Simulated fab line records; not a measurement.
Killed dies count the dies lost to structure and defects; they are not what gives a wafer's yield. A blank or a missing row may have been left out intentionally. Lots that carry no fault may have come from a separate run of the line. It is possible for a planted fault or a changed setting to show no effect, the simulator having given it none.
A single fault, viewed from 2 desks | flow n5_finfet | each desk has only its own numbers; what lay behind them comes last

FOR THE TOOL OWNER'S DESK: pecvd-03
The tool's own readings at N5_BEOL_M8_ILD_DEP_00 (deposits SiCOH lowk from DEMS/porogen, target thk 179.75 nm, time 33.4 s): means of the sampled wafers that have a number, for each lot that ran on this tool. If a lot's mean is further than 4 standard deviations from the usual mean, the lot is out of limits and carries the mark OUT (the distance appears in the brackets).
Columns: A = chamber_pressure_Torr at N5_BEOL_M8_ILD_DEP_00, usual 5.000 Torr; B = heater_power_outer_w at N5_BEOL_M8_ILD_DEP_00, usual 138 W; C = heater_power_w at N5_BEOL_M8_ILD_DEP_00, usual 296 W; D = showerhead_plenum_p_Torr at N5_BEOL_M8_ILD_DEP_00, usual 5.743 Torr; E = throttle_valve_pct at N5_BEOL_M8_ILD_DEP_00, usual 13.7 %
lot  | first seen here | A     | B   | C   | D     | E
L271 | day 9 06:37     | 4.994 | 133 | 290 | 5.749 | 13.4
L277 | day 11 13:20    | 5.001 | 138 | 289 | 5.761 | 13.2
L284 | day 13 05:31    | 4.983 | 114 | 263 | 5.753 | 13.2
L286 | day 13 08:37    | 5.003 | 140 | 298 | 5.763 | 13.1
L287 | day 13 14:16    | 4.997 | 117 | 265 | 5.741 | 13.9
This desk's verdict: no lot among the 5 shows anything out of limits.

THE METROLOGY DESK
Lot by lot, what the gauges showed, no matter which tool ran the lot: averages of those sampled wafers that carry a number. If a lot's mean is further than 4 standard deviations from the usual mean, the lot is out of limits and carries the mark OUT (the distance appears in the brackets). Shown are 7 of the 11 readings it has, namely the first that went out of limits plus those furthest out on some lot.
Columns: A = DIBL_P at N5_BEOL_M4_RC_MEAS_101, usual 36.7 mV/V; B = IOFF_N at N5_BEOL_M4_RC_MEAS_101, usual 0.17 nA/um; C = IOFF_P at N5_BEOL_M4_RC_MEAS_101, usual 0.22 nA/um; D = ION_P at N5_BEOL_M4_RC_MEAS_101, usual 462 uA/um; E = SS_P at N5_BEOL_M4_RC_MEAS_101, usual 73.4 mV/dec; F = VT_P at N5_BEOL_M4_RC_MEAS_101, usual -250 mV; G = M8_ILD_THK at N5_BEOL_M8_THK_MEAS_01, usual 154.8 nm
lot  | first seen here | A    | B    | C    | D   | E    | F    | G
L271 | day 7 19:36     | 33.1 | 0.12 | 0.18 | 464 | 72.9 | -251 | 154.3
L275 | day 9 01:49     | 36.9 | 0.15 | 0.21 | 462 | 73.8 | -250 | 155.2
L277 | day 10 04:58    | 37.6 | 0.20 | 0.26 | 466 | 73.9 | -245 | 151.8
L284 | day 11 15:23    | 38.3 | 0.18 | 0.20 | 454 | 73.7 | -253 | 121.5 (-19) OUT
L286 | day 11 23:55    | 35.1 | 0.14 | 0.17 | 455 | 73.0 | -254 | 135.3 (-11) OUT
L287 | day 12 05:14    | 35.0 | 0.15 | 0.18 | 452 | 72.6 | -253 | 113.3 (-23) OUT
L288 | day 12 15:43    | 36.9 | 0.19 | 0.28 | 481 | 74.1 | -242 | 155.0
L292 | day 14 04:26    | 34.9 | 0.13 | 0.16 | 454 | 72.4 | -255 | 156.6
L291 | day 14 08:50    | 37.2 | 0.16 | 0.21 | 457 | 73.7 | -254 | 155.1
This desk's finding: out of limits on L284, L286, L287; first on L284, day 13 07:12 (M8_ILD_THK at N5_BEOL_M8_THK_MEAS_01). Within limits: L271, L275, L277, L288, L292, L291.

BROUGHT TOGETHER
L284, L286, L287 would have let the metrology desk raise an alarm at day 13 07:12.
The tool owner's desk saw nothing out of limits.
On record at the tool owner's desk: L284, L286, L287, within its limits.
Every lot named ran N5_BEOL_M8_ILD_DEP_00 on pecvd-03.

WHAT WAS PUT IN BY THE SIMULATOR
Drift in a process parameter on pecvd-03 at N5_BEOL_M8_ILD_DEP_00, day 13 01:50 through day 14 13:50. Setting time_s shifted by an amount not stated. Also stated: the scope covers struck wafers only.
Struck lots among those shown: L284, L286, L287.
Per desk, hours elapsed from the start of the fault to the first reading out of limits: for the metrology desk, 5.
